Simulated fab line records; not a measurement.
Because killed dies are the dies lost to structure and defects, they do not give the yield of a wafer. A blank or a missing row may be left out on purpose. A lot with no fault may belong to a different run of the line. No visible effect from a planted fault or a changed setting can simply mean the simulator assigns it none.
Which tool is to blame? | flow n5 finfet | Sampling: 24 lots, 72 wafers, 5 of 1938 route steps

WHAT THE GAUGES READ, wafer by wafer
N5_BEOL_M4_OVL_MEAS_29. Usual: V3_OVL gives -0.4 nm (standard deviation 0.79).
lot  | measured     | on         | V3_OVL (nm)    | flag
L074 | day 7 13:56  | overlay-01 | -1.7 -1.4 -1.1 |
L077 | day 8 06:43  | overlay-01 | -0.7 1.0 0.0   |
L076 | day 8 11:02  | overlay-02 | 0.6 0.1 0.6    |
L075 | day 8 18:28  | overlay-02 | -0.6 -0.3 0.2  |
L078 | day 8 20:14  | overlay-01 | 0.5 0.4 -0.5   |
L080 | day 8 22:27  | overlay-01 | -1.7 -1.6 -1.5 |
L079 | day 8 23:50  | overlay-02 | -0.7 -1.6 -0.8 |
L081 | day 9 00:02  | overlay-02 | -0.5 0.0 -0.8  |
L082 | day 9 12:47  | overlay-01 | -0.8 1.6 0.1   |
L083 | day 9 23:58  | overlay-02 | 0.0 -0.2 -0.4  |
L085 | day 10 09:56 | overlay-02 | -0.6 -0.9 -0.6 |
L086 | day 10 19:27 | overlay-01 | -0.8 -0.4 0.4  |
L084 | day 10 20:58 | overlay-01 | 1.1 0.9 -0.4   |
L087 | day 10 23:27 | overlay-01 | -1.2 0.1 -0.2  |
L088 | day 11 02:18 | overlay-02 | 0.5 -0.1 0.9   |
L090 | day 11 04:08 | overlay-01 | -0.7 -1.1 -0.3 |
L089 | day 11 07:39 | overlay-02 | -0.3 0.0 -1.0  |
L091 | day 11 18:18 | overlay-01 | -1.8 -0.5 -1.7 |
L092 | day 12 04:46 | overlay-02 | -0.9 1.3 -0.5  |
L093 | day 12 15:22 | overlay-01 | -0.2 0.1 -1.6  |
L094 | day 12 18:16 | overlay-02 | 0.1 -0.6 0.0   |
L095 | day 12 19:53 | overlay-01 | -1.4 -0.2 -0.1 |
L096 | day 13 01:51 | overlay-02 | -1.5 -1.0 -0.6 |
L097 | day 13 16:45 | overlay-02 | -0.3 0.5 0.0   |

N5_BEOL_M4_OCD_MEAS_38. Usual: 54.9 nm for trench depth nm, sd 0.68.
lot  | measured     | on     | trench depth nm (nm) | flag
L074 | day 7 20:32  | ocd-02 | 54.6 55.1 55.4       |
L077 | day 8 09:01  | ocd-02 | 54.9 56.1 54.6       |
L076 | day 8 12:52  | ocd-01 | 54.6 55.5 55.0       |
L075 | day 8 19:14  | ocd-02 | 56.4 56.2 56.3       |
L078 | day 8 22:46  | ocd-02 | 55.0 56.0 55.8       |
L080 | day 9 00:41  | ocd-02 | 56.8 55.4 55.3       |
L079 | day 9 00:46  | ocd-02 | 54.4 54.9 53.6       |
L081 | day 9 04:23  | ocd-02 | 55.3 55.6 54.4       |
L082 | day 9 16:02  | ocd-01 | 54.6 54.6 55.5       |
L083 | day 10 01:58 | ocd-01 | 55.4 54.0 54.9       |
L085 | day 10 11:50 | ocd-01 | 54.1 54.8 54.3       |
L086 | day 10 21:00 | ocd-02 | 56.1 54.7 54.8       |
L084 | day 11 04:31 | ocd-02 | 56.0 54.0 56.1       |
L087 | day 11 05:14 | ocd-02 | 54.4 53.2 54.8       |
L088 | day 11 05:17 | ocd-01 | 55.5 54.2 56.1       |
L090 | day 11 08:38 | ocd-01 | 54.1 55.2 54.5       |
L089 | day 11 12:05 | ocd-02 | 54.4 55.6 54.5       |
L091 | day 12 02:36 | ocd-02 | 53.9 55.0 55.2       |
L092 | day 12 10:39 | ocd-02 | 54.6 55.1 55.7       |
L093 | day 12 18:02 | ocd-01 | 54.4 55.5 54.6       |
L094 | day 12 21:11 | ocd-02 | 54.3 54.7 54.2       |
L095 | day 13 00:26 | ocd-01 | 54.9 54.8 54.6       |
L096 | day 13 03:08 | ocd-02 | 54.4 54.8 54.6       |
L097 | day 13 19:50 | ocd-01 | 53.3 55.0 54.1       |

N5_BEOL_M5_OVL_MEAS_12. Usual: M5_OVL gives -0.5 nm (standard deviation 0.71).
lot  | measured     | on         | M5_OVL (nm)    | flag
L074 | day 8 05:32  | overlay-01 | 0.2 0.2 -0.4   |
L077 | day 8 16:42  | overlay-01 | -1.0 0.7 -0.6  |
L076 | day 8 20:40  | overlay-01 | -1.1 -0.3 0.7  |
L075 | day 9 02:16  | overlay-01 | -0.4 -0.1 0.4  |
L078 | day 9 05:29  | overlay-02 | -0.8 -1.3 -0.2 |
L080 | day 9 08:22  | overlay-01 | -1.3 -0.5 -1.1 |
L079 | day 9 09:01  | overlay-02 | -0.3 -0.5 0.2  |
L081 | day 9 11:41  | overlay-01 | -1.5 0.6 -0.5  |
L082 | day 9 22:23  | overlay-01 | -0.9 -0.4 0.7  |
L083 | day 10 08:28 | overlay-02 | -1.2 -0.9 0.2  |
L085 | day 10 18:46 | overlay-01 | -2.2 -0.8 -1.1 |
L086 | day 11 04:56 | overlay-01 | -0.8 -1.1 -1.4 |
L084 | day 11 12:21 | overlay-01 | -0.7 -0.1 -1.2 |
L087 | day 11 12:35 | overlay-01 | -1.2 -0.2 -0.6 |
L088 | day 11 12:45 | overlay-02 | 0.5 0.2 0.3    |
L090 | day 11 16:07 | overlay-01 | -1.2 -0.1 -1.3 |
L089 | day 11 22:11 | overlay-01 | -1.0 -2.4 -0.6 |
L091 | day 12 10:07 | overlay-01 | 1.0 0.6 0.2    |
L092 | day 12 18:38 | overlay-01 | 0.2 -0.8 0.1   |
L093 | day 13 00:41 | overlay-01 | -1.3 -1.0 -0.4 |
L094 | day 13 03:50 | overlay-02 | 0.1 0.0 -1.0   |
L095 | day 13 07:57 | overlay-02 | -0.1 -0.2 -1.5 |
L096 | day 13 11:14 | overlay-02 | 0.0 -0.3 0.1   |
L097 | day 14 03:09 | overlay-01 | -1.9 -0.9 -1.1 |

EACH LOT AND THE TOOL THAT RAN IT (in order: tool; ch and the chambers of the sampled wafers; start)
lot  | N5_BEOL_M4_VIA_ETCH_34             | N5_BEOL_M4_STRIP_97
L074 | rie diel-05 ch 0,2,3, day 7 20:16  | rie diel-05 ch 0,2,3, day 7 20:32 or earlier
L077 | rie diel-04 ch 0,1,2, day 8 08:46  | rie diel-04 ch 0,1,2, day 8 09:01 or earlier
L076 | rie diel-04 ch 2,3, day 8 12:36    | rie diel-04 ch 2,3, day 8 12:52 or earlier
L075 | rie diel-02 ch 1,3, day 8 18:58    | rie diel-02 ch 1,3, day 8 19:14 or earlier
L078 | rie diel-05 ch 0,3, day 8 22:31    | rie diel-05 ch 0,3, day 8 22:46 or earlier
L080 | rie diel-04 ch 1,2, day 9 00:26    | rie diel-04 ch 1,2, day 9 00:41 or earlier
L079 | rie diel-05 ch 2,3, day 9 00:31    | rie diel-05 ch 2,3, day 9 00:46 or earlier
L081 | rie diel-02 ch 0,2, day 9 04:07    | rie diel-02 ch 0,2, day 9 04:23 or earlier
L082 | rie diel-05 ch 1,2, day 9 15:47    | rie diel-05 ch 1,2, day 9 16:02 or earlier
L083 | rie diel-02 ch 0,1,2, day 10 01:43 | rie diel-02 ch 0,1,2, day 10 01:58 or earlier
L085 | rie diel-04 ch 1,3, day 10 11:35   | rie diel-04 ch 1,3, day 10 11:50 or earlier
L086 | rie diel-04 ch 1,2,3, day 10 20:44 | rie diel-04 ch 1,2,3, day 10 21:00 or earlier
L084 | rie diel-02 ch 2,3, day 11 04:16   | rie diel-02 ch 2,3, day 11 04:31 or earlier
L087 | rie diel-05 ch 0,1,3, day 11 04:59 | rie diel-05 ch 0,1,3, day 11 05:14 or earlier
L088 | rie diel-02 ch 0,1, day 11 05:02   | rie diel-02 ch 0,1, day 11 05:17 or earlier
L090 | rie diel-02 ch 0,2,3, day 11 08:23 | rie diel-02 ch 0,2,3, day 11 08:38 or earlier
L089 | rie diel-02 ch 0,2,3, day 11 11:50 | rie diel-02 ch 0,2,3, day 11 12:05 or earlier
L091 | rie diel-05 ch 0,1,2, day 12 02:21 | rie diel-05 ch 0,1,2, day 12 02:36 or earlier
L092 | rie diel-04 ch 0,2,3, day 12 10:24 | rie diel-04 ch 0,2,3, day 12 10:39 or earlier
L093 | rie diel-05 ch 0,1,2, day 12 17:47 | rie diel-05 ch 0,1,2, day 12 18:02 or earlier
L094 | rie diel-05 ch 0,1,3, day 12 20:57 | rie diel-05 ch 0,1,3, day 12 21:11 or earlier
L095 | rie diel-04 ch 1,3, day 13 00:11   | rie diel-04 ch 1,3, day 13 00:26 or earlier
L096 | rie diel-04 ch 2,3, day 13 02:52   | rie diel-04 ch 2,3, day 13 03:08 or earlier
L097 | rie diel-04 ch 0,1,2, day 13 19:34 | rie diel-04 ch 0,1,2, day 13 19:50 or earlier
- N5_BEOL_M4_VIA_ETCH_34: etches the open film in C4F6/O2, target depth 69.4 nm, time 65.9 s.
- N5_BEOL_M4_STRIP_97: strips in N2/H2, time 10 s.

AS READ BY THE TOOLS THEMSELVES (means over the sampled wafers that have a number; for cases with no such wafer, the mark the record gives instead)
N5_BEOL_M4_VIA_ETCH_34. Usual: drypump motor current A 5.5 A, standard deviation 0.39; oes product au 0.76 a.u., standard deviation 0.081; rf vpp V 666 V, standard deviation 9.3; showerhead plenum p Torr 2.84 Torr, standard deviation 0.11; throttle valve pct 30.69 %, standard deviation 0.25.
lot  | tool        | drypump motor current A (A) | oes product au (a.u.) | rf vpp V (V) | showerhead plenum p Torr (Torr) | throttle valve pct (%) | flag
L074 | rie diel-05 | 5.5                         | 0.80                  | 668          | 2.94                            | 30.43                  |
L077 | rie diel-04 | 5.3                         | 0.76                  | 664          | 2.81                            | 30.86                  |
L076 | rie diel-04 | 5.1                         | 0.82                  | 677          | 2.75                            | 30.57                  |
L075 | rie diel-02 | 5.1                         | 0.88                  | 657          | 2.90                            | 30.61                  |
L078 | rie diel-05 | 5.2                         | 0.83                  | 667          | 2.90                            | 30.29                  |
L080 | rie diel-04 | 5.1                         | 0.76                  | 665          | 2.88                            | 30.85                  |
L079 | rie diel-05 | 5.8                         | 0.83                  | 672          | 2.98                            | 30.65                  |
L081 | rie diel-02 | 5.8                         | 0.70                  | 658          | 2.86                            | 30.74                  |
L082 | rie diel-05 | 5.8                         | 0.71                  | 671          | 2.86                            | 30.74                  |
L083 | rie diel-02 | 5.5                         | 0.75                  | 659          | 2.85                            | 30.71                  |
L085 | rie diel-04 | 5.4                         | 0.69                  | 667          | 2.86                            | 30.82                  |
L086 | rie diel-04 | 5.2                         | 0.75                  | 671          | 2.80                            | 30.71                  |
L084 | rie diel-02 | 5.6                         | 0.80                  | 659          | 2.89                            | 30.64                  |
L087 | rie diel-05 | 5.4                         | 0.79                  | 669          | 2.85                            | 30.63                  |
L088 | rie diel-02 | 5.2                         | 0.78                  | 660          | 2.83                            | 30.72                  |
L090 | rie diel-02 | 5.7                         | 0.74                  | 662          | 2.83                            | 30.73                  |
L089 | rie diel-02 | 5.6                         | 0.75                  | 661          | 2.83                            | 30.72                  |
L091 | rie diel-05 | 5.5                         | 0.72                  | 670          | 2.83                            | 30.59                  |
L092 | rie diel-04 | 5.4                         | 0.73                  | 671          | 2.71                            | 30.73                  |
L093 | rie diel-05 | 5.4                         | 0.72                  | 668          | 2.83                            | 30.61                  |
L094 | rie diel-05 | 5.4                         | 0.77                  | 669          | 2.85                            | 30.64                  |
L095 | rie diel-04 | 5.5                         | 0.67                  | 674          | 2.76                            | 30.70                  |
L096 | rie diel-04 | 5.3                         | 0.72                  | 679          | 2.71                            | 30.58                  |
L097 | rie diel-04 | 5.3                         | 0.82                  | 665          | 2.79                            | 30.88                  |

N5_BEOL_M4_STRIP_97. Usual: drypump motor current A 5.5 A, standard deviation 0.39; h2 flow sccm 200.1 sccm, standard deviation 0.53; oes product au 0.77 a.u., standard deviation 0.084; rf vpp V 59.1 V, standard deviation 0.91; showerhead plenum p Torr 2.53 Torr, standard deviation 0.1; throttle valve pct 23.58 %, standard deviation 0.26.
lot  | tool        | drypump motor current A (A) | h2 flow sccm (sccm) | oes product au (a.u.) | rf vpp V (V) | showerhead plenum p Torr (Torr) | throttle valve pct (%) | flag
L074 | rie diel-05 | 5.5                         | 199.7               | 0.82                  | 59.6         | 2.64                            | 23.45                  |
L077 | rie diel-04 | 5.3                         | 200.3               | 0.77                  | 59.5         | 2.50                            | 23.62                  |
L076 | rie diel-04 | 5.1                         | 200.0               | 0.82                  | 58.4         | 2.45                            | 23.37                  |
L075 | rie diel-02 | 5.1                         | 200.2               | 0.89                  | 58.9         | 2.58                            | 23.29                  |
L078 | rie diel-05 | 5.3                         | 200.1               | 0.84                  | 58.9         | 2.62                            | 23.29                  |
L080 | rie diel-04 | 5.1                         | 200.6               | 0.76                  | 59.4         | 2.56                            | 23.56                  |
L079 | rie diel-05 | 5.8                         | 200.8               | 0.84                  | 60.4         | 2.68                            | 23.59                  |
L081 | rie diel-02 | 5.8                         | 199.9               | 0.71                  | 58.5         | 2.57                            | 23.82                  |
L082 | rie diel-05 | 5.8                         | 200.0               | 0.71                  | 58.0         | 2.56                            | 23.75                  |
L083 | rie diel-02 | 5.5                         | 200.0               | 0.75                  | 57.8         | 2.55                            | 23.68                  |
L085 | rie diel-04 | 5.4                         | 200.6               | 0.70                  | 58.3         | 2.54                            | 23.65                  |
L086 | rie diel-04 | 5.2                         | 199.9               | 0.75                  | 59.1         | 2.49                            | 23.52                  |
L084 | rie diel-02 | 5.6                         | 200.1               | 0.81                  | 59.7         | 2.58                            | 23.49                  |
L087 | rie diel-05 | 5.4                         | 200.0               | 0.79                  | 58.8         | 2.56                            | 23.55                  |
L088 | rie diel-02 | 5.2                         | 199.8               | 0.79                  | 59.0         | 2.52                            | 23.57                  |
L090 | rie diel-02 | 5.6                         | 199.8               | 0.74                  | 58.8         | 2.54                            | 23.75                  |
L089 | rie diel-02 | 5.6                         | 199.9               | 0.75                  | 59.2         | 2.54                            | 23.74                  |
L091 | rie diel-05 | 5.4                         | 200.3               | 0.72                  | 58.9         | 2.53                            | 23.61                  |
L092 | rie diel-04 | 5.5                         | 200.1               | 0.73                  | 58.5         | 2.42                            | 23.60                  |
L093 | rie diel-05 | 5.4                         | 199.9               | 0.72                  | 58.9         | 2.53                            | 23.61                  |
L094 | rie diel-05 | 5.4                         | 199.7               | 0.77                  | 59.0         | 2.55                            | 23.56                  |
L095 | rie diel-04 | 5.5                         | 200.1               | 0.68                  | 58.1         | 2.46                            | 23.63                  |
L096 | rie diel-04 | 5.4                         | 200.0               | 0.73                  | 58.7         | 2.42                            | 23.51                  |
L097 | rie diel-04 | 5.3                         | 200.3               | 0.82                  | 59.0         | 2.48                            | 23.61                  |

THE ANSWER, worked out from the rows above alone
Rule: take the mean of a lot's wafers that have a number; if it is more than 3 standard deviations from the usual mean, the lot is off. Also off: a lot with no number at a reading for which 4 or more lots have one. Any other lot the step has rows for is counted as sound. After the gauges, taken in route order, come the tools' own readings; for these a lot's mean is taken, as printed above. At the first step where some lot is off, the reading lying furthest off is the one used; lots without a number count as furthest.
None of the lots is off at any reading shown; this tells nothing.

WHAT THE SIMULATOR PUT IN
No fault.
